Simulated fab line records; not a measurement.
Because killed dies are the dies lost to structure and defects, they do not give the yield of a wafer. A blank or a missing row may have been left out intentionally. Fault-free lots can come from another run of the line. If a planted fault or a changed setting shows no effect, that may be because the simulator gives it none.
fab line records | flow n5-finfet
[record] lots = 10 wafers = 29 last-day = 17
route steps=1938 shown BEOL_M8@1347 PASSIVATION@1936
lots that met no fault: from a run of the same line without faults
start-h: the number of hours between the record's first day and the start of the first shown wafer of the lot | wait-h: hours since the lot's step before | " identical to the entry in the row above | L1.1+2: several wafers, shown together as one row | - no value, or no start was given | * or withheld: withheld | < > ~ a bound
route shown NAME@n: a module of which the file shows steps, and the number in the route of the first | usual: mean/standard deviation taken from wafers without a fault | same: alike in all rows | chamber/n: place in a boat | sites: readings site by site | _std_site: standard deviation of those values | _edge_site: the outer-site mean with the inner-site mean subtracted | radius-mm: for every site, how far away it sits from the centre of the wafer | mask NAME#n: copy n | behind: the last tool/chamber to shape the wafer | hold: the reason the lot was held/the length of the hold in hours/how it ended | device: which transistor (n, p or np) failed to switch | end of line: tests of these same wafers at the route's end | a step given without rows: its recipe and nothing more | killed: the dies lost at the first sort to structure and to defects; this is not the yield of the wafer | map: shows each die of a wafer: x if killed, . if not, _ if none is there
set.NAME: the run value of the setting; set.NAME@STEP: its run value at that earlier step | model.NAME: the simulator's own value behind a step, which no gauge read
route steps across a sampled set of lots; one table per step, one row per wafer
services: when a tool's chamber went out of use (start-h, in hours from the record's first day, below 0 if earlier), for how many hours, and the reason
[[steps]]
[step N5_BEOL_M8_INSPECT_13]
[recipe] mode = adi inspect-instrument = brightfield
[usual] raw-defect-count = 438/93
// columns lot.wafer tool chamber start-h wait-h raw-defect-count
L388.2 defect-inspect-02 - 218.98 0.0 400
L388.4 " - " " 386
L388.5 " - " " 374
L395.2 defect-inspect-01 - 239.02 0.0 659
L395.3 " - " " 497
L395.5 " - " " 736
L393.3 defect-inspect-01 - 247.13 0.0 627
L393.4 " - " " 434
L393.6 " - " " 561
L397.1 defect-inspect-01 - 249.81 0.0 444
L397.2 " - " " 581
L398.1 defect-inspect-01 - 267.66 0.0 482
L398.3 " - " " 432
L398.6 " - " " 536
L402.2 defect-inspect-02 - 284.78 0.0 554
L402.3 " - " " 584
L402.6 " - " " 472
L403.3 defect-inspect-02 - 301.97 0.0 325
L403.4 " - " " 617
L403.6 " - " " 411
L406.1 defect-inspect-01 - 302.30 0.0 647
L406.4 " - " " 401
L406.5 " - " " 448
L407.1 defect-inspect-01 - 314.29 0.0 518
L407.4 " - " " 527
L407.5 " - " " 414
L409.1 defect-inspect-02 - 344.02 0.0 394
L409.3 " - " " 426
L409.4 " - " " 359
[step N5_BEOL_M8_DESCUM_33]
[recipe] chemistry = O2 time-s = 7 source-power-w = 50 bias-power-w = 20 pressure-mtorr = 20 rf-frequency-hz = 2.712e+07 temp-c = 40 resist = CAR-EUV o2-flow-sccm = 225
[usual] drypump-motor-current-A = 5.9/0.41 oes-product-au = 0.78/0.083 rf-vpp-V = 243.1/1.2 showerhead-plenum-p-Torr = 2.09/0.065 throttle-valve-pct = 20.48/0.29
// columns lot.wafer tool chamber start-h wait-h drypump-motor-current-A oes-product-au rf-hours-counter-h rf-vpp-V showerhead-plenum-p-Torr throttle-valve-pct
L388.2 rie-diel-06 0 220.62 0.0 5.7 0.79 133 245.1 2.19 20.49
L388.4 " 2 " " 5.4 0.72 - 242.6 2.07 20.32
L388.5 " 0 " " 5.8 0.80 - 244.8 2.19 20.48
L395.2 rie-diel-06 1 241.55 0.4 6.5 1.01 0 243.5 2.11 20.16
L395.3 " 0 " " 5.8 0.77 143 245.6 2.19 20.49
L395.5 " 0 " " 5.8 0.77 - 245.3 2.19 20.48
L393.3 rie-diel-01 2 248.52 0.0 6.2 0.88 53 243.7 2.14 20.62
L393.4 " 0 " " 6.5 0.76 164 244.8 2.17 20.58
L393.6 " 1 " " 5.9 0.71 - 240.6 1.97 20.30
L397.1 rie-diel-03 0 251.98 0.0 6.1 0.70 197 244.2 2.11 21.04
L397.2 " 1 " " 5.5 0.80 97 243.2 2.12 20.63
L398.1 rie-diel-03 3 268.81 0.0 6.3 0.81 108 243.0 2.00 19.94
L398.3 " 1 " " 5.5 0.79 104 242.4 2.11 20.63
L398.6 " 3 " " 6.3 0.82 - 241.8 2.00 19.94
L402.2 rie-diel-01 2 287.63 0.0 6.2 0.85 71 245.0 2.13 20.61
L402.3 " 3 " " 6.1 0.96 4 242.9 2.07 20.54
L402.6 " 1 " " 5.9 0.69 - 241.7 1.97 20.33
L403.3 rie-diel-03 3 305.09 0.0 6.3 0.80 120 240.6 2.00 19.95
L403.4 " 0 " " 6.0 0.69 216 241.3 2.11 21.05
L403.6 " 3 " " 6.3 0.81 - 242.8 2.00 19.98
L406.1 rie-diel-03 3 305.59 0.3 6.3 0.80 120 242.4 2.00 19.96
L406.4 " 2 " " 5.4 0.68 223 241.5 2.03 20.12
L406.5 " 1 " " 5.5 0.77 - 245.0 2.11 20.67
L407.1 rie-diel-01 0 315.86 0.0 6.4 0.74 191 244.9 2.16 20.63
L407.4 " 3 " " 6.1 0.92 14 242.3 2.07 20.55
L407.5 " 0 " " 6.5 0.74 - 244.3 2.16 20.61
L409.1 rie-diel-06 3 348.09 0.5 5.3 0.78 95 243.1 2.12 20.50
L409.3 " 0 " " 5.7 0.75 182 244.2 2.18 20.53
L409.4 " 0 " " 5.7 0.75 - 244.2 2.18 20.56
[step N5_BEOL_M8_ETCH_66]
[recipe] chemistry = N2/H2 target = SOC target-depth-a = 800 overetch-a = 160 mask-material = SiARC temp-c = 40 time-s = 120 ion-energy-ev = 200 pressure-mtorr = 30 source-w = 840 bias-w = 150 n2-flow-sccm = 200 h2-flow-sccm = 200
[usual] drypump-motor-current-A = 5.9/0.41 oes-product-au = 0.59/0.058 rf-fwd-power-W = 836/3.1 rf-vpp-V = 523.9/2.1 showerhead-plenum-p-Torr = 2.54/0.075 throttle-valve-pct = 17.82/0.17
// columns lot.wafer tool chamber start-h wait-h drypump-motor-current-A oes-product-au rf-fwd-power-W rf-hours-counter-h rf-vpp-V showerhead-plenum-p-Torr throttle-valve-pct
L388.2 rie-diel-06 0 220.69 0.0 5.7 0.58 840 133 527.7 2.64 17.66
L388.4 " 2 " " 5.4 0.56 837 - 523.9 2.53 17.81
L388.5 " 0 " " 5.7 0.58 838 - 526.8 2.64 17.66
L395.2 rie-diel-06 1 241.63 0.0 6.5 0.75 839 0 525.0 2.61 17.79
L395.3 " 0 " " 5.7 0.58 839 143 526.8 2.63 17.68
L395.5 " 0 " " 5.7 0.58 833 - 527.4 2.64 17.67
L393.3 rie-diel-01 2 248.60 0.0 6.2 0.65 838 53 525.7 2.58 17.86
L393.4 " 0 " " 6.5 0.58 836 164 526.7 2.64 17.98
L393.6 " 1 " " 5.9 0.54 833 - 519.4 2.39 17.64
L397.1 rie-diel-03 0 252.06 0.0 6.1 0.53 833 197 525.2 2.49 17.97
L397.2 " 1 " " 5.5 0.61 835 97 525.6 2.58 18.00
L398.1 rie-diel-03 3 268.89 0.0 6.3 0.62 836 108 521.2 2.45 17.44
L398.3 " 1 " " 5.5 0.61 832 104 524.0 2.57 18.00
L398.6 " 3 " " 6.3 0.61 834 - 522.0 2.45 17.42
L402.2 rie-diel-01 2 287.71 0.0 6.2 0.64 837 71 525.5 2.58 17.89
L402.3 " 3 " " 6.1 0.73 835 4 524.0 2.50 17.74
L402.6 " 1 " " 6.0 0.52 837 - 521.3 2.39 17.66
L403.3 rie-diel-03 3 305.17 0.0 6.3 0.60 1034 120 487.6 2.45 17.46
L403.4 " 0 " " 6.1 0.52 836 216 522.5 2.48 18.00
L403.6 " 3 " " 6.3 0.60 1038 - 484.7 2.45 17.45
L406.1 rie-diel-03 3 305.67 0.0 6.3 0.61 1031 120 485.8 2.45 17.45
L406.4 " 2 " " 5.4 0.54 837 223 522.5 2.53 17.85
L406.5 " 1 " " 5.5 0.60 833 - 522.9 2.57 18.01
L407.1 rie-diel-01 0 315.94 0.0 6.5 0.57 838 191 526.2 2.62 18.02
L407.4 " 3 " " 6.1 0.70 834 14 523.0 2.49 17.78
L407.5 " 0 " " 6.5 0.57 842 - 526.0 2.62 18.01
L409.1 rie-diel-06 3 348.17 0.0 5.3 0.60 833 95 525.7 2.56 17.79
L409.3 " 0 " " 5.7 0.56 839 182 526.4 2.62 17.75
L409.4 " 0 " " 5.7 0.56 838 - 526.4 2.62 17.74
[step N5_BEOL_M8_TRENCH_ETCH_37]
[recipe] chemistry = C4F6/O2 target-depth-a = 934.78 target = SiCOH_lowk time-s = 31.2 ion-energy-ev = 250 pressure-mtorr = 30 source-w = 345 bias-w = 185 Ar_flow_sccm = 300 C4F6_flow_sccm = 10 O2_flow_sccm = 10
[usual] O2_flow_sccm = 10.004/0.029 drypump-motor-current-A = 5.9/0.41 oes_o_777_au = 0.77/0.089 oes-product-au = 0.77/0.085 rf-fwd-power-W = 340.3/1.7 rf-vpp-V = 660/18 showerhead-plenum-p-Torr = 2.85/0.076 throttle-valve-pct = 21.01/0.23
// columns lot.wafer tool chamber start-h wait-h O2_flow_sccm drypump-motor-current-A oes_o_777_au oes-product-au rf-fwd-power-W rf-hours-counter-h rf-vpp-V showerhead-plenum-p-Torr throttle-valve-pct
L388.2 rie-diel-06 0 - - 10.036 5.7 0.81 0.79 342.1 133 635 2.98 21.00
L388.4 " 2 " " 9.999 5.4 0.72 0.71 342.6 - 645 2.81 20.79
L388.5 " 0 " " 10.031 5.7 0.79 0.78 342.9 - 633 2.98 21.00
L395.2 rie-diel-06 1 - - 10.037 6.5 0.92 0.99 339.0 0 680 2.92 20.90
L395.3 " 0 " " 9.999 5.7 0.78 0.77 342.1 143 634 2.98 21.02
L395.5 " 0 " " 9.983 5.8 0.78 0.77 343.9 - 632 2.98 21.01
L393.3 rie-diel-01 2 - - 9.988 6.2 0.87 0.87 343.2 53 666 2.90 21.07
L393.4 " 0 " " 9.997 6.4 0.73 0.74 340.3 164 671 2.94 20.97
L393.6 " 1 " " 10.005 5.9 0.66 0.69 340.3 - 668 2.74 21.06
L397.1 rie-diel-03 0 - - 10.018 6.1 0.80 0.69 337.0 197 624 2.85 21.42
L397.2 " 1 " " 9.987 5.5 0.80 0.80 338.3 97 659 2.88 21.14
L398.1 rie-diel-03 3 - - 9.998 6.3 0.74 0.81 341.3 108 665 2.75 20.54
L398.3 " 1 " " 9.989 5.5 0.79 0.78 337.1 104 660 2.87 21.14
L398.6 " 3 " " 10.000 6.3 0.74 0.80 340.2 - 663 2.75 20.55
L402.2 rie-diel-01 2 - - 10.074 6.2 0.84 0.85 341.4 71 664 2.89 21.10
L402.3 " 3 " " 9.974 6.1 1.05 0.99 340.8 4 682 2.80 20.91
L402.6 " 1 " " 10.010 6.0 0.64 0.68 338.6 - 668 2.73 21.08
L403.3 rie-diel-03 3 - - 10.048 6.3 0.73 0.79 340.7 120 663 2.75 20.56
L403.4 " 0 " " 9.978 6.1 0.78 0.68 338.9 216 623 2.85 21.45
L403.6 " 3 " " 10.016 6.3 0.72 0.80 339.8 - 664 2.75 20.56
L406.1 rie-diel-03 3 - - 9.979 6.3 0.73 0.79 339.7 120 663 2.75 20.57
L406.4 " 2 " " 10.000 5.4 0.65 0.67 341.3 223 673 2.80 20.68
L406.5 " 1 " " 9.993 5.5 0.78 0.76 339.3 - 658 2.87 21.17
L407.1 rie-diel-01 0 - - 10.017 6.5 0.71 0.72 342.4 191 672 2.93 21.03
L407.4 " 3 " " 10.014 6.1 1.00 0.94 340.9 14 681 2.79 20.93
L407.5 " 0 " " 10.003 6.4 0.71 0.73 340.8 - 673 2.92 21.02
L409.1 rie-diel-06 3 - - 10.049 5.3 0.75 0.77 339.6 96 668 2.91 21.17
L409.3 " 0 " " 9.927 5.8 0.76 0.74 342.4 182 633 2.96 21.07
L409.4 " 0 " " 9.949 5.7 0.75 0.74 342.5 - 633 2.96 21.08
[step N5_PASSIVATION_PROBE_49]
[usual] defect-limited-yield = 91.5/1.7 killed_at_M0_to_M3 = 33/11 killed_at_M4_up = 13/5.2 killed-at-contacts = 11/5.7 killed-at-front-end = 39/11 killed-at-other = 4/3 killed-dies = 101/20 killed-on-rim = 13/4.1 killed-open = 66/15 killed-short = 33/8.4 sort_bin_4_leakage = 0.01/0.073 sort_bin_5_function = 5.0/1.1 sort_bin_6_memory = 3.2/0.69 sort_bin_8_speed = 0.1/0.52 sort-n-pass = 1078/20 sort-yield-pct = 91.4/1.7
[same] gross-dies = 1180 killed-at-back-side = 0
// columns lot.wafer tool chamber start-h wait-h defect-limited-yield[%] killed_at_M0_to_M3 killed_at_M4_up killed-at-contacts killed-at-front-end killed-at-other killed-dies killed-on-rim killed-open killed-short sort_bin_4_leakage[%] sort_bin_5_function[%] sort_bin_6_memory[%] sort_bin_8_speed[%] sort-n-pass sort-yield-pct[%]
L398.1 prober-01 - 337.32 0.0 93.8 23 11 5 27 7 73 8 48 23 0 3.7 2.3 0 1107 93.8
L398.3 prober-01 - 337.42 0.1 92.8 43 17 4 18 3 85 12 61 22 0 4.2 2.6 0.1 1095 92.8
L398.6 prober-01 - 337.57 0.3 91.8 37 11 7 40 2 97 13 68 27 0 5.7 2.4 0 1083 91.8
L402.2 prober-01 - 354.15 0.1 89.1 35 21 13 57 3 129 17 86 40 0 6.4 4.0 0 1051 89.1
L402.3 prober-01 - 354.20 0.1 91.6 32 9 21 32 5 99 10 62 37 0 4.4 3.8 0 1081 91.6
L402.6 prober-01 - 354.35 0.3 90.7 47 12 15 32 4 110 11 60 48 0 5.7 3.3 0 1070 90.7
// killed by level:class
L398.1 BEOL_M0_SAQP:geometric-particle:short=7 FIN_SAQP:geometric-particle:open=5 STI_FIN_REVEAL:geometric-particle:open=5 BEOL_M1:geometric-particle:open=5 DUMMY_GATE:geometric-particle:open=4 MOL_CONTACT_COAG:geometric-particle:open=4 BEOL_M2:geometric-particle:open=4 PAD_METAL:geometric-particle:short=4
L398.3 BEOL_M0_SAQP:geometric-particle:open=10 BEOL_M2:geometric-particle:open=9 BEOL_M0_SAQP:geometric-particle:short=8 BEOL_M4:geometric-particle:open=7 DUMMY_GATE:geometric-particle:open=5 BEOL_M3:geometric-particle:open=5 STI_FIN_REVEAL:geometric-particle:open=4 GATE_CUT:geometric-particle:short=3
L398.6 FIN_SAQP:geometric-particle:open=16 BEOL_M0_SAQP:geometric-particle:open=10 BEOL_M0_SAQP:geometric-particle:short=9 FIN_SAQP:geometric-particle:short=7 BEOL_M2:geometric-particle:open=7 MOL_CONTACT_COAG:geometric-particle:open=5 BEOL_M1:geometric-particle:open=4 BEOL_M3:geometric-particle:open=4
L402.2 STI_FIN_REVEAL:geometric-particle:open=21 BEOL_M4:geometric-particle:open=11 MOL_CONTACT_COAG:geometric-particle:open=9 BEOL_M2:geometric-particle:open=9 BEOL_M0_SAQP:geometric-particle:open=8 STI_FIN_REVEAL:geometric-particle:short=7 BEOL_M1:geometric-particle:open=6 FIN_SAQP:geometric-particle:short=5
L402.3 MOL_CONTACT_COAG:geometric-particle:open=16 STI_FIN_REVEAL:geometric-particle:open=9 GATE_CUT:geometric-particle:short=9 BEOL_M3:geometric-particle:open=8 MOL_CONTACT_COAG:geometric-particle:short=5 BEOL_M0_SAQP:geometric-particle:short=5 BEOL_M0_SAQP:geometric-particle:open=5 GATE_CUT:geometric-particle:open=4
L402.6 MOL_CONTACT_COAG:geometric-particle:open=12 BEOL_M2:geometric-particle:short=9 FIN_SAQP:geometric-particle:short=8 BEOL_M0_SAQP:geometric-particle:short=8 BEOL_M0_SAQP:geometric-particle:open=7 BEOL_M3:geometric-particle:open=7 BEOL_M2:geometric-particle:open=5 BEOL_M1:geometric-particle:open=5
[[services]]
// columns tool chamber start-h hours kind
rie-diel-06 1 220.53 - clean
rie-diel-06 1 220.53 - consumable-replace:focus-ring
rie-diel-06 1 220.53 20.2 scheduled-down
rie-diel-06 1 220.53 20.2 vent-cycle
rie-diel-03 - 222.26 2.8 pm
rie-diel-01 3 255.63 - clean
rie-diel-01 3 255.63 - consumable-replace:focus-ring
rie-diel-01 3 255.63 20.5 scheduled-down
rie-diel-01 3 255.63 20.5 vent-cycle
rie-diel-06 3 307.81 6.7 repair
rie-diel-01 3 330.01 15.9 repair
rie-diel-06 2 338.04 - clean
rie-diel-06 2 338.04 - consumable-replace:focus-ring
rie-diel-06 2 338.04 18.1 scheduled-down
rie-diel-06 2 338.04 18.1 vent-cycle
rie-diel-01 0 343.02 22.2 repair
[[key]]
[first-sign] step = N5_BEOL_M8_ETCH_66 reading = rf-fwd-power-W direction = up sigmas = 64 usual = * struck = *
[effect] step = N5_BEOL_M8_ETCH_66 reading = rf-vpp-V direction = down sigmas = 18 usual = 523.9 struck = 486.0
met-at N5_BEOL_M8_ETCH_66
struck-lots L403,L406
struck-wafers L403.3,L403.6,L406.1
not-acting-at N5_BEOL_M8_INSPECT_13,N5_BEOL_M8_DESCUM_33,N5_BEOL_M8_TRENCH_ETCH_37
onset-between 268.89 305.17
[fault] kind = process-parameter-drift tool = rie-diel-03 chamber = 3 onset-h = 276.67 steps = N5_BEOL_M8_ETCH_66 channel = source-w offset = 201.6 shape = step end-h = 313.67 acts-in = these-recipes-only stated = 840
